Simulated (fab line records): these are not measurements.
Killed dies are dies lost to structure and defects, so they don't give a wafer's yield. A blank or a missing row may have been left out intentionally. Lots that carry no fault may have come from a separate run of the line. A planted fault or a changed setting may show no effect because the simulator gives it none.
fab line records | flow n5_finfet
[record] lots = 9 | wafers = 27 | last_day = 17
route steps=1938 shown SDB@363 DUMMY_REMOVAL@377 BEOL_M4@1111
lots untouched by any fault: they come from a run of this same line in which no faults occurred
start_h: hours from the record's first day to the start of the lot's first wafer shown | wait_h: hours elapsed since this lot's preceding step | " repeats the value in the row above | L1.1+2: a row that stands for several wafers | - no value present, or no start provided | * or withheld: withheld | < > ~ a bound
route shown NAME@n: names a module that has steps shown in the file, with the first one's number in the route | usual: the fault-free wafers' mean and standard deviation | same: alike in all rows | chamber/n: place in a boat | sites: readings site by site | _std_site: their standard deviation | _edge_site: mean of outer sites minus mean of inner sites | radius_mm: for every site, how far away it sits from the centre of the wafer | mask NAME#n: copy n | behind: the last tool/chamber to shape the wafer | hold: why the lot was held/for how many hours/how that ended | device: which transistor (n, p or np) failed to switch | end of line: the route-end tests of the same wafers | a step without rows: its recipe alone | killed: at the first sort, the dies lost to defects and structure; wafer yield is something else | map: the dies of a wafer, with x for killed, . for not killed, _ for no die there
set.NAME: the setting as run; set.NAME@STEP: as run at that earlier step | model.NAME: the simulator's own value behind a step, which no gauge read
a sample of lots followed through the steps of the route, with each step as a table and each wafer as a row
services: a tool's chamber out of use, with start hour (start_h, from the record's first day; less than 0 if before it), hours out, and reason
[[steps]]
[step N5_SDB_STRIP_21]
[recipe] chemistry = CF4 | resist = SiARC | power_w = 300 | bias_power_w = 75 | pressure_mtorr = 50 | cf4_flow_sccm = 150 | rf_frequency_hz = 6e+07
[usual] bias_power_w = 74.98/0.23 | drypump_motor_current_A = 5.4/0.47 | oes_product_au = 0.79/0.065 | rf_vpp_V = 271.3/1.6 | showerhead_plenum_p_Torr = 1.80/0.061 | throttle_valve_pct = 13.58/0.26
lot.wafer | tool        | chamber | start_h | wait_h | bias_power_w | drypump_motor_current_A | oes_product_au | rf_hours_counter_h | rf_vpp_V | showerhead_plenum_p_Torr | throttle_valve_pct
L750.2    | rie_diel-01 | 2       | 64.75   | 0.0    | 74.82        | 5.1                     | 0.83           | 69                 | 273.4    | 1.89                     | 13.72
L750.3    | "           | 1       | "       | "      | 74.90        | 5.8                     | 0.69           | 222                | 270.6    | 1.78                     | 13.78
L750.5    | "           | 2       | "       | "      | 75.19        | 5.1                     | 0.82           | -                  | 274.5    | 1.89                     | 13.72
L752.1    | rie_diel-03 | 0       | 76.71   | 0.0    | 74.98        | 6.2                     | 0.71           | 188                | 271.8    | 1.86                     | 13.81
L752.4    | "           | 2       | "       | "      | 74.90        | 5.7                     | 0.73           | 172                | 269.5    | 1.73                     | 13.79
L752.6    | "           | 3       | "       | "      | 75.18        | 5.8                     | 0.69           | -                  | 271.0    | 1.84                     | 13.94
L754.1    | rie_diel-06 | 0       | 88.95   | 0.0    | 74.86        | 5.0                     | 0.74           | 162                | 272.5    | 1.86                     | 13.78
L754.2    | "           | 2       | "       | "      | 75.26        | 5.2                     | 0.82           | 79                 | 268.8    | 1.74                     | 13.56
L754.4    | "           | 3       | "       | "      | 74.97        | 4.9                     | 0.85           | 47                 | 269.6    | 1.75                     | 13.12
L755.1    | rie_diel-01 | 1       | 94.14   | 0.0    | 75.23        | 5.7                     | 0.68           | 235                | 270.0    | 1.78                     | 13.84
L755.2    | "           | 0       | "       | "      | 75.05        | 5.6                     | 0.74           | 182                | 270.7    | 1.79                     | 13.83
L755.5    | "           | 1       | "       | "      | 74.92        | 5.8                     | 0.69           | -                  | 270.8    | 1.77                     | 13.83
L767.3    | rie_diel-01 | 0       | 166.48  | 0.0    | 75.36        | 5.6                     | 0.73           | 207                | 270.6    | 1.78                     | 13.87
L767.4    | "           | 1       | "       | "      | 74.75        | 5.7                     | 0.96           | 2                  | 271.3    | 1.77                     | 13.30
L767.6    | "           | 2       | "       | "      | 74.87        | 5.1                     | 0.79           | -                  | 272.6    | 1.88                     | 13.79
L768.1    | rie_diel-03 | 3       | 176.81  | 0.0    | 75.22        | 5.8                     | 0.92           | 13                 | 272.3    | 1.83                     | 13.44
L768.2    | "           | 2       | "       | "      | 75.05        | 5.7                     | 0.70           | 209                | 269.9    | 1.72                     | 13.85
L768.5    | "           | 3       | "       | "      | 74.97        | 5.8                     | 0.93           | -                  | 273.3    | 1.83                     | 13.43
L769.4    | rie_diel-06 | 0       | 179.94  | 0.0    | 74.70        | 5.0                     | 0.71           | 193                | 271.6    | 1.85                     | 13.84
L769.5    | "           | 3       | "       | "      | 75.17        | 4.9                     | 0.81           | -                  | 269.1    | 1.74                     | 13.20
L769.6    | "           | 0       | "       | "      | 75.30        | 5.1                     | 0.72           | -                  | 271.2    | 1.85                     | 13.84
L771.1    | rie_diel-06 | 3       | 192.52  | 0.0    | 74.98        | 4.9                     | 0.80           | 83                 | 269.8    | 1.74                     | 13.22
L771.4    | "           | 1       | "       | "      | 75.00        | 5.4                     | 0.78           | -                  | 271.0    | 1.82                     | 13.59
L771.5    | "           | 3       | "       | "      | 75.03        | 4.9                     | 0.80           | -                  | 270.9    | 1.74                     | 13.21
L773.1    | rie_diel-06 | 1       | 205.90  | 0.0    | 74.94        | 5.4                     | 0.77           | 112                | 270.0    | 1.82                     | 13.62
L773.3    | "           | 0       | "       | "      | 75.61        | 5.0                     | 0.72           | 195                | 272.5    | 1.85                     | 13.85
L773.5    | "           | 3       | "       | "      | 75.06        | 4.9                     | 0.80           | -                  | 268.3    | 1.74                     | 13.22
[step N5_SDB_HM_OPEN_20]
[recipe] chemistry = CH3F/O2 | target = SiNx | mask_material = SOC | target_depth_a = 240 | stop_on = poly-Si | over_etch_frac = 0.4 | ion_energy_ev = 120 | pressure_mtorr = 30 | source_w = 395 | bias_w = 73 | Ar_flow_sccm = 150 | CH3F_flow_sccm = 30 | O2_flow_sccm = 20
[usual] drypump_motor_current_A = 5.4/0.47 | oes_o_777_au = 0.79/0.066 | oes_product_au = 0.65/0.056 | rf_vpp_V = 298/4.3 | showerhead_plenum_p_Torr = 2.01/0.07 | throttle_valve_pct = 16.33/0.25
lot.wafer | tool        | chamber | start_h | wait_h | drypump_motor_current_A | oes_o_777_au | oes_product_au | rf_hours_counter_h | rf_vpp_V | showerhead_plenum_p_Torr | throttle_valve_pct
L750.2    | rie_diel-01 | 2       | 64.77   | 0.0    | 5.2                     | 0.82         | 0.70           | 69                 | 294      | 2.12                     | 16.56
L750.3    | "           | 1       | "       | "      | 5.7                     | 0.70         | 0.57           | 223                | 292      | 1.98                     | 16.50
L750.5    | "           | 2       | "       | "      | 5.1                     | 0.82         | 0.69           | -                  | 294      | 2.12                     | 16.53
L752.1    | rie_diel-03 | 0       | 76.73   | 0.0    | 6.3                     | 0.76         | 0.59           | 188                | 299      | 2.07                     | 16.49
L752.4    | "           | 2       | "       | "      | 5.8                     | 0.73         | 0.61           | 172                | 299      | 1.92                     | 16.51
L752.6    | "           | 3       | "       | "      | 5.8                     | 0.67         | 0.57           | -                  | 299      | 2.05                     | 16.64
L754.1    | rie_diel-06 | 0       | 88.97   | 0.0    | 5.1                     | 0.75         | 0.61           | 162                | 291      | 2.07                     | 16.50
L754.2    | "           | 2       | "       | "      | 5.2                     | 0.85         | 0.68           | 79                 | 302      | 1.94                     | 16.34
L754.4    | "           | 3       | "       | "      | 4.9                     | 0.84         | 0.69           | 47                 | 302      | 1.94                     | 15.89
L755.1    | rie_diel-01 | 1       | 94.16   | 0.0    | 5.7                     | 0.69         | 0.58           | 235                | 291      | 1.97                     | 16.52
L755.2    | "           | 0       | "       | "      | 5.6                     | 0.76         | 0.62           | 182                | 300      | 1.98                     | 16.48
L755.5    | "           | 1       | "       | "      | 5.7                     | 0.69         | 0.57           | -                  | 292      | 1.97                     | 16.52
L767.3    | rie_diel-01 | 0       | 166.50  | 0.0    | 5.6                     | 0.73         | 0.60           | 207                | 298      | 1.97                     | 16.53
L767.4    | "           | 1       | "       | "      | 5.7                     | 0.97         | 0.82           | 2                  | 292      | 1.97                     | 16.08
L767.6    | "           | 2       | "       | "      | 5.1                     | 0.78         | 0.66           | -                  | 294      | 2.11                     | 16.62
L768.1    | rie_diel-03 | 3       | 176.83  | 0.0    | 5.8                     | 0.91         | 0.77           | 13                 | 300      | 2.04                     | 16.23
L768.2    | "           | 2       | "       | "      | 5.7                     | 0.70         | 0.58           | 209                | 298      | 1.91                     | 16.58
L768.5    | "           | 3       | "       | "      | 5.8                     | 0.90         | 0.78           | -                  | 300      | 2.04                     | 16.24
L769.4    | rie_diel-06 | 0       | 179.96  | 0.0    | 5.0                     | 0.73         | 0.60           | 193                | 290      | 2.06                     | 16.56
L769.5    | "           | 3       | "       | "      | 4.9                     | 0.81         | 0.68           | -                  | 302      | 1.93                     | 15.96
L769.6    | "           | 0       | "       | "      | 5.1                     | 0.73         | 0.59           | -                  | 293      | 2.06                     | 16.55
L771.1    | rie_diel-06 | 3       | 192.54  | 0.0    | 4.9                     | 0.80         | 0.67           | 83                 | 303      | 1.93                     | 15.95
L771.4    | "           | 1       | "       | "      | 5.4                     | 0.78         | 0.65           | -                  | 303      | 2.03                     | 16.39
L771.5    | "           | 3       | "       | "      | 4.9                     | 0.80         | 0.67           | -                  | 301      | 1.93                     | 15.96
L773.1    | rie_diel-06 | 1       | 205.92  | 0.0    | 5.4                     | 0.78         | 0.64           | 112                | 302      | 2.02                     | 16.37
L773.3    | "           | 0       | "       | "      | 5.0                     | 0.73         | 0.60           | 195                | 290      | 2.06                     | 16.55
L773.5    | "           | 3       | "       | "      | 4.9                     | 0.80         | 0.67           | -                  | 301      | 1.93                     | 15.98
[step N5_SDB_ALD_29]
[recipe] material = SiNx | target_thk_a = 300 | temp_c = 400 | ald_precursor_family = SiH2I2 | ald_co_reactant = N2/H2-plasma | pulse_time_s = 1 | ald_cycles = 600 | purge_time_s = 2 | co_reactant_purge_time_s = 2 | pressure_torr = 2
[usual] ald_cycles = 600/0 | chamber_pressure_Torr = 2.000/0.0048 | heater_power_w = 871/130 | precursor_pulse_height_rel = 1.003/0.019
[same] co_reactant_purge_time_s = 2 | purge_time_s = 2
lot.wafer | tool       | chamber | start_h | wait_h | ald_cycles | chamber_pressure_Torr | heater_power_w | precursor_pulse_height_rel
L750.2    | ald_sin-02 | 2       | 65.34   | 0.0    | 600        | 1.994                 | 781            | 0.988
L750.3    | "          | 3       | "       | "      | 600        | 1.997                 | 1066           | 1.013
L750.5    | "          | 2       | 66.70   | 1.4    | 600        | 1.993                 | 768            | 0.990
L752.1    | ald_sin-02 | 2       | 78.10   | 0.8    | 600        | 2.001                 | 786            | 0.993
L752.4    | "          | 0       | "       | "      | 600        | 1.999                 | 861            | 1.020
L752.6    | "          | 0       | 79.45   | 2.2    | 600        | 1.997                 | 854            | 1.009
L754.1    | ald_sin-02 | 1       | 89.80   | 0.3    | 600        | 2.002                 | 719            | 0.983
L754.2    | "          | 2       | "       | "      | 534        | 2.010                 | 789            | 1.040
L754.4    | "          | 3       | "       | "      | 600        | 1.996                 | 1065           | 1.001
L755.1    | ald_sin-02 | 1       | 94.87   | 0.1    | 600        | 2.004                 | 675            | 1.012
L755.2    | "          | 3       | "       | "      | 534        | 2.007                 | 1075           | 0.998
L755.5    | "          | 0       | 96.22   | 1.5    | 600        | 1.996                 | 881            | 1.011
L767.3    | ald_sin-02 | 3       | 167.21  | 0.0    | 600        | 1.996                 | 1077           | 0.955
L767.4    | "          | 0       | "       | "      | 600        | 1.996                 | 878            | 0.966
L767.6    | "          | 2       | 168.57  | 1.4    | 600        | 2.000                 | 794            | 0.990
L768.1    | ald_sin-04 | 1       | 177.94  | 0.2    | 600        | 2.003                 | 826            | 0.987
L768.2    | "          | 2       | "       | "      | 600        | 1.997                 | 956            | 1.002
L768.5    | "          | 2       | 179.30  | 1.6    | 600        | 1.991                 | 960            | 0.999
L769.4    | ald_sin-04 | 1       | 181.53  | 1.0    | 600        | 2.001                 | 817            | 1.013
L769.5    | "          | 0       | 182.88  | 2.4    | 600        | 2.004                 | 724            | 1.019
L769.6    | "          | 1       | "       | "      | 600        | 2.001                 | 809            | 0.995
L771.1    | ald_sin-01 | 2       | 193.10  | 0.0    | 600        | 2.004                 | 972            | 1.023
L771.4    | "          | 1       | "       | "      | 600        | 2.001                 | 857            | 1.012
L771.5    | "          | 1       | 194.46  | 1.4    | 600        | 2.000                 | 858            | 1.001
L773.1    | ald_sin-02 | 2       | 206.71  | 0.0    | 600        | 1.996                 | 787            | 0.977
L773.3    | "          | 3       | "       | "      | 600        | 1.997                 | 1089           | 1.018
L773.5    | "          | 2       | 208.06  | 1.4    | 600        | 2.001                 | 786            | 0.997
[step N5_DUMMY_REMOVAL_HM_STRIP_01]
[recipe] chemistry = CH3F/O2 | material = SiNx | target_depth_a = 40 | stop_on = poly-Si | time_s = 6.8 | over_etch_frac = 0.3 | ion_energy_ev = 60 | power_w = 410 | bias_w = 29 | Ar_flow_sccm = 150 | CH3F_flow_sccm = 30 | O2_flow_sccm = 20
[usual] drypump_motor_current_A = 5.8/0.42 | oes_product_au = 0.62/0.046 | rf_vpp_V = 127.5/0.85 | showerhead_plenum_p_Torr = 2.00/0.055 | throttle_valve_pct = 16.38/0.14
lot.wafer | tool        | chamber | start_h | wait_h | drypump_motor_current_A | oes_product_au | rf_hours_counter_h | rf_vpp_V | showerhead_plenum_p_Torr | throttle_valve_pct
L750.2    | rie_diel-04 | 0       | 68.43   | 0.0    | 5.2                     | 0.60           | 156                | 127.2    | 1.92                     | 16.42
L750.3    | "           | 3       | "       | "      | 5.3                     | 0.58           | 214                | 126.5    | 1.99                     | 16.15
L750.5    | "           | 3       | "       | "      | 5.3                     | 0.58           | -                  | 128.1    | 1.99                     | 16.16
L752.1    | rie_diel-02 | 3       | 81.18   | 0.0    | 5.8                     | 0.60           | 198                | 126.8    | 1.99                     | 16.20
L752.4    | "           | 0       | "       | "      | 5.7                     | 0.61           | 175                | 126.8    | 1.99                     | 16.50
L752.6    | "           | 3       | "       | "      | 5.9                     | 0.60           | -                  | 127.3    | 1.99                     | 16.21
L754.1    | rie_diel-04 | 3       | 92.89   | 0.0    | 5.2                     | 0.58           | 225                | 128.0    | 1.99                     | 16.18
L754.2    | "           | 2       | "       | "      | 6.2                     | 0.61           | 135                | 127.0    | 2.02                     | 16.58
L754.4    | "           | 1       | "       | "      | 5.2                     | 0.76           | 11                 | 126.9    | 2.06                     | 16.28
L755.1    | rie_diel-02 | 2       | 97.95   | 0.0    | 6.3                     | 0.60           | 148                | 128.2    | 2.08                     | 16.40
L755.2    | "           | 3       | "       | "      | 5.8                     | 0.60           | 203                | 126.5    | 1.99                     | 16.20
L755.5    | "           | 0       | "       | "      | 5.8                     | 0.61           | -                  | 127.4    | 1.99                     | 16.52
L767.3    | rie_diel-05 | 2       | 170.34  | 0.0    | 5.3                     | 0.59           | 185                | 128.3    | 2.07                     | 16.26
L767.4    | "           | 1       | "       | "      | 6.3                     | 0.56           | 222                | 128.1    | 2.06                     | 16.34
L767.6    | "           | 1       | "       | "      | 6.3                     | 0.56           | -                  | 127.7    | 2.06                     | 16.34
L768.1    | rie_diel-04 | 1       | 181.03  | 0.0    | 5.2                     | 0.71           | 38                 | 127.4    | 2.05                     | 16.33
L768.2    | "           | 0       | "       | "      | 5.2                     | 0.58           | 193                | 127.1    | 1.91                     | 16.48
L768.5    | "           | 1       | "       | "      | 5.2                     | 0.72           | -                  | 129.3    | 2.05                     | 16.31
L769.4    | rie_diel-02 | 3       | 184.62  | 0.0    | 5.8                     | 0.58           | 225                | 128.1    | 1.98                     | 16.25
L769.5    | "           | 0       | "       | "      | 5.8                     | 0.59           | -                  | 127.9    | 1.98                     | 16.57
L769.6    | "           | 1       | "       | "      | 6.0                     | 0.62           | -                  | 126.7    | 1.93                     | 16.62
L771.1    | rie_diel-02 | 3       | 196.19  | 0.0    | 5.8                     | 0.58           | 227                | 127.9    | 1.98                     | 16.25
L771.4    | "           | 2       | "       | "      | 6.3                     | 0.58           | 174                | 126.1    | 2.07                     | 16.44
L771.5    | "           | 3       | "       | "      | 5.8                     | 0.58           | -                  | 125.7    | 1.98                     | 16.25
L773.1    | rie_diel-04 | 2       | 209.80  | 0.0    | 6.2                     | 0.59           | 168                | 127.8    | 2.01                     | 16.68
L773.3    | "           | 0       | "       | "      | 5.2                     | 0.57           | 203                | 127.1    | 1.91                     | 16.52
L773.5    | "           | 2       | "       | "      | 6.2                     | 0.59           | -                  | 127.3    | 2.01                     | 16.66
[step N5_BEOL_M4_RC_MEAS_101]
[usual] DIBL_N = 36.3/1.7 | DIBL_P = 36.5/1.8 | IOFF_N = 0.16/0.033 | IOFF_P = 0.21/0.037 | ION_N = 675/11 | ION_P = 462/7.9 | SS_N = 71.6/0.64 | SS_P = 73.3/0.68 | VT_N = 249/3.3 | VT_P = -250/3.3
lot.wafer | tool      | chamber | start_h | wait_h | DIBL_N[mV/V] | DIBL_P[mV/V] | IOFF_N[nA/um] | IOFF_P[nA/um] | ION_N[uA/um] | ION_P[uA/um] | SS_N[mV/dec] | SS_P[mV/dec] | VT_N[mV] | VT_P[mV]
L750.2    | prober-01 | 0       | 159.47  | 0.2    | 35.4         | 36.0         | 0.14          | 0.19          | 666          | 457          | 71.4         | 73.2         | 253      | -255
L750.3    | "         | 0       | "       | "      | 35.3         | 36.6         | 0.15          | 0.20          | 684          | 469          | 71.6         | 73.9         | 249      | -252
L750.5    | "         | 0       | "       | "      | 34.9         | 36.1         | 0.15          | 0.19          | 678          | 466          | 71.6         | 73.7         | 253      | -252
L752.1    | prober-01 | 0       | 175.39  | 0.0    | 37.0         | 37.9         | 0.16          | 0.23          | 674          | 464          | 71.5         | 73.7         | 249      | -251
L752.4    | "         | 0       | "       | "      | 35.9         | 36.4         | 0.14          | 0.22          | 669          | 461          | 71.1         | 73.5         | 251      | -250
L752.6    | "         | 0       | "       | "      | 36.4         | 36.4         | 0.14          | 0.21          | 675          | 471          | 71.3         | 73.1         | 251      | -250
L754.1    | prober-01 | 0       | 182.71  | 0.0    | 36.4         | 35.8         | 0.15          | 0.22          | 672          | 463          | 72.0         | 72.9         | 249      | -248
L754.2    | "         | 0       | "       | "      | 38.2         | 38.6         | 0.19          | 0.26          | 682          | 470          | 71.9         | 74.6         | 245      | -246
L754.4    | "         | 0       | "       | "      | 37.6         | 37.2         | 0.16          | 0.24          | 671          | 466          | 72.3         | 74.0         | 250      | -245
L755.1    | prober-02 | 0       | 182.85  | 0.0    | 37.3         | 37.5         | 0.18          | 0.23          | 680          | 470          | 71.2         | 72.8         | 247      | -250
L755.2    | "         | 0       | "       | "      | 33.8         | 33.5         | 0.12          | 0.17          | 677          | 471          | 70.7         | 71.7         | 255      | -253
L755.5    | "         | 0       | "       | "      | 35.5         | 36.1         | 0.15          | 0.21          | 683          | 476          | 72.1         | 72.8         | 250      | -250
L767.3    | prober-02 | 0       | 264.16  | 0.3    | 37.3         | 35.4         | 0.16          | 0.22          | 675          | 466          | 71.4         | 72.8         | 247      | -246
L767.4    | "         | 0       | "       | "      | 35.6         | 34.2         | 0.15          | 0.22          | 703          | 481          | 71.4         | 72.5         | 246      | -244
L767.6    | "         | 0       | "       | "      | 35.4         | 34.3         | 0.14          | 0.21          | 677          | 469          | 71.2         | 72.8         | 249      | -245
L769.4    | prober-01 | 0       | 267.91  | 0.5    | 37.3         | 36.6         | 0.16          | 0.23          | 678          | 472          | 71.4         | 72.5         | 254      | -245
L769.5    | "         | 0       | "       | "      | 36.3         | 35.8         | 0.15          | 0.22          | 662          | 460          | 71.4         | 73.4         | 253      | -248
L769.6    | "         | 0       | "       | "      | 37.3         | 36.4         | 0.17          | 0.23          | 667          | 464          | 71.9         | 73.5         | 249      | -247
L768.1    | prober-02 | 0       | 270.29  | 0.0    | 37.0         | 38.3         | 0.22          | 0.22          | 705          | 462          | 72.0         | 73.2         | 243      | -251
L768.2    | "         | 0       | "       | "      | 38.2         | 39.1         | 0.23          | 0.23          | 686          | 456          | 72.5         | 73.7         | 244      | -248
L768.5    | "         | 0       | "       | "      | 37.9         | 38.9         | 0.24          | 0.23          | 683          | 458          | 72.2         | 73.6         | 240      | -250
L771.1    | prober-02 | 0       | 291.64  | 0.0    | 40.0         | 40.9         | 0.28          | 0.27          | 717          | 475          | 72.9         | 74.6         | 241      | -250
L771.4    | "         | 0       | "       | "      | 38.2         | 38.7         | 0.23          | 0.24          | 695          | 461          | 73.1         | 74.5         | 242      | -249
L771.5    | "         | 0       | "       | "      | 37.6         | 37.9         | 0.21          | 0.22          | 687          | 459          | 71.7         | 73.4         | 245      | -251
L773.1    | prober-01 | 0       | 298.10  | 0.0    | 33.2         | 33.6         | 0.12          | 0.16          | 669          | 452          | 71.2         | 72.4         | 252      | -256
L773.3    | "         | 0       | "       | "      | 36.3         | 37.7         | 0.18          | 0.21          | 678          | 461          | 71.9         | 74.4         | 248      | -250
L773.5    | "         | 0       | "       | "      | 36.8         | 38.6         | 0.19          | 0.22          | 677          | 458          | 72.1         | 74.3         | 246      | -253
[[services]]
tool        | chamber | start_h | hours | kind
rie_diel-02 | -       | 50.71   | 2.8   | repair
rie_diel-06 | -       | 54.77   | 0.3   | repair
rie_diel-03 | 2       | 54.77   | 2.2   | repair
rie_diel-01 | 3       | 68.92   | 12.7  | repair
ald_sin-02  | -       | 70.08   | 1.6   | repair
rie_diel-05 | 1       | 75.65   | 12.2  | repair
ald_sin-04  | -       | 85.25   | 14.0  | pm
rie_diel-06 | -       | 89.79   | 0.7   | repair
ald_sin-04  | -       | 99.25   | 15.6  | pm
rie_diel-04 | 3       | 102.34  | 4.6   | repair
rie_diel-02 | 2       | 104.30  | 10.3  | repair
rie_diel-05 | 3       | 106.16  | 6.8   | repair
ald_sin-04  | -       | 114.85  | 6.1   | pm
ald_sin-01  | 3       | 124.75  | 5.7   | repair
rie_diel-03 | 2       | 140.46  | 3.9   | repair
rie_diel-02 | 3       | 143.02  | 4.5   | repair
rie_diel-04 | 0       | 150.47  | 3.8   | repair
ald_sin-02  | 1       | 152.03  | 4.5   | repair
rie_diel-02 | 3       | 155.23  | 9.1   | repair
rie_diel-04 | 2       | 180.80  | 8.5   | repair
ald_sin-02  | -       | 180.96  | 14.6  | pm
rie_diel-03 | 0       | 187.82  | 10.9  | repair
rie_diel-06 | 0       | 188.36  | 17.2  | repair
rie_diel-02 | -       | 189.99  | 2.8   | pm
[[key]]
[first_sign] step = N5_SDB_ALD_29 | reading = ald_cycles | direction = down | sigmas = 99+ | usual = * | struck = *
effect none on later readings
met_at N5_SDB_ALD_29
struck_lots L754,L755
struck_wafers L754.2,L755.2
not_acting_at N5_SDB_STRIP_21,N5_SDB_HM_OPEN_20,N5_DUMMY_REMOVAL_HM_STRIP_01
[fault] kind = process_parameter_drift | tool = ald_sin-02 | chamber = - | onset_h = 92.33 | steps = N5_SDB_ALD_29 | channel = ald_cycles | offset = * | shape = step | end_h = 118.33 | scope = struck_wafers_only | acts_in = * | stated = *
